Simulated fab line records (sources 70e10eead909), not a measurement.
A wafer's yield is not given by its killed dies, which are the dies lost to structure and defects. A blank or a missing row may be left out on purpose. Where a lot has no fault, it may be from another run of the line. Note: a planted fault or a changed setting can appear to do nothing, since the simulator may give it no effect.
Comparing a struck lot with a sound one :: flow nand-harc :: 15 out of 1302 route steps
Sound: the wafers L959.1, L959.4, L959.6. Wafers struck: L972.2, L972.3, L972.6. At the end, the cause is stated.
Each step with rows lists, per side, the tool, then ch with its chambers, then its first start. Under that, the readings that differ: sound wafers :: struck wafers :: difference of the means :: sigmas: that difference in standard deviations of wafers without a fault.
alike: words and numbers the same on both sides, and readings whose means are apart by under 2 such deviations; not compared: readings that were withheld, readings missing a value for some wafer, numbers with overlapping values and no deviation given by the record, and bounds like >300 which may hide the same value.
A row with sigmas, a row that says differs or no value, or rows on one side alone: a step with any of these is where the two part. When numbers do not overlap yet have no deviation, they are printed without sigmas and do not part them. Lack of a reading on every wafer of one side parts them only where that side has two or more wafers.

NHARC_THIN_TSV_DEP_43: deposits SiO2, target thk 1328.5 nm.
  sound on pecvd-04 ch 0,1, day 24 17:20; struck on pecvd-04 ch 0,2, day 30 19:04
  alike: throttle-valve-pct
then, 8 steps without rows for these wafers: NHARC_THIN_TSV_DEHYDRATE_04 (time 120 s); NHARC_THIN_TSV_HMDS_05 (time 30 s); NHARC_THIN_TSV_COAT_06; NHARC_THIN_TSV_SOFTBAKE_07 (time 95 s); NHARC_THIN_TSV_EBR_08; NHARC_THIN_TSV_EXPOSE_09 (exposes mask TSV); NHARC_THIN_TSV_PEB_10 (peb time 85 s); NHARC_THIN_TSV_DEVELOP_11 (time 70 s).
NHARC_THIN_TSV_CD_MEAS_12 targets a cd of 1000 nm.
  sound on cd-sem-01 ch 0, day 24 18:05; struck on cd-sem-03 ch 0, day 30 19:44
  alike: cd-nm
then, 1 step without rows for these wafers: NHARC_THIN_TSV_HARDBAKE_13 (time 80 s).
NHARC_THIN_TSV_DESCUM_14: chemistry O2, time 3 s.
  sound on rie-diel-07 ch 0,1, day 24 18:14; struck on rie-diel-08 ch 1,3, day 30 19:53
  alike: drypump-motor-current-A, oes-product-au, rf-vpp-V, showerhead-plenum-p-Torr, throttle-valve-pct
  not compared: rf-hours-counter-h
NHARC_THIN_TSV_ETCH_44: etches the open film in CF4/O2, target depth 1594.2 nm, time 797.1 s.
  sound on rie-diel-07 ch 0,2,3, day 24 18:26; struck on rie-diel-08 ch 0,2, day 30 20:02
  no value came back on the struck wafers for any of 7 readings (bias-w (W), cf4-flow-sccm (sccm) and others); on the sound wafers bias-w (W) reads 796.0 803.8 797.4
  not compared: rf-hours-counter-h
NHARC_THIN_TSV_ETCH_15: target depth 3000 nm, bosch target overetch cycles 2, bosch etch step 2.8 s.
  sound on rie-si-06 ch 2,3, day 24 18:53; struck on rie-si-06 ch 0,1,2, day 30 20:33
  alike: drypump-motor-current-A
  not compared: rf-hours-counter-h
NHARC_END_SORT_01:
  sound on prober-02 ch 0, day 25 09:25; struck on prober-01 ch 0, day 31 11:25
reading: hold
sound: - - -
struck: await-dispo/4.3h/scrap await-dispo/4.3h/scrap await-dispo/4.3h/scrap
difference: no value on the sound wafers
sigmas: 

reading: defect-limited-yield (%)
sound: 89.7 91.7 90.5
struck: 0 0 0
difference: -91
sigmas: -32

reading: killed-at-other
sound: 0 0 0
struck: 607 629 621
difference: +619
sigmas: +99 or more

reading: killed-dies
sound: 70 56 64
struck: 677 677 677
difference: +614
sigmas: +32

reading: sort_bin_2_pct (%)
sound: 4.0 3.1 4.0
struck: 93.2 95.1 94.5
difference: +90.6
sigmas: +70

reading: sort-n-pass
sound: 607 621 613
struck: 0 0 0
difference: -614
sigmas: -32

reading: sort-rim-yield-pct (%)
sound: 100 92 99
struck: 0 0 0
difference: -97
sigmas: -30

reading: sort-yield-pct (%)
sound: 89.7 91.7 90.5
struck: 0 0 0
difference: -91
sigmas: -32
  alike: killed-at-array, killed-at-periphery, killed-open, killed-short, sort_bin_3_pct, sort_bin_4_pct

== WHERE THEY PART ==
At NHARC_THIN_TSV_ETCH_44 first; at NHARC_END_SORT_01 last (within this record only).

WHY: the cause the simulator had injected
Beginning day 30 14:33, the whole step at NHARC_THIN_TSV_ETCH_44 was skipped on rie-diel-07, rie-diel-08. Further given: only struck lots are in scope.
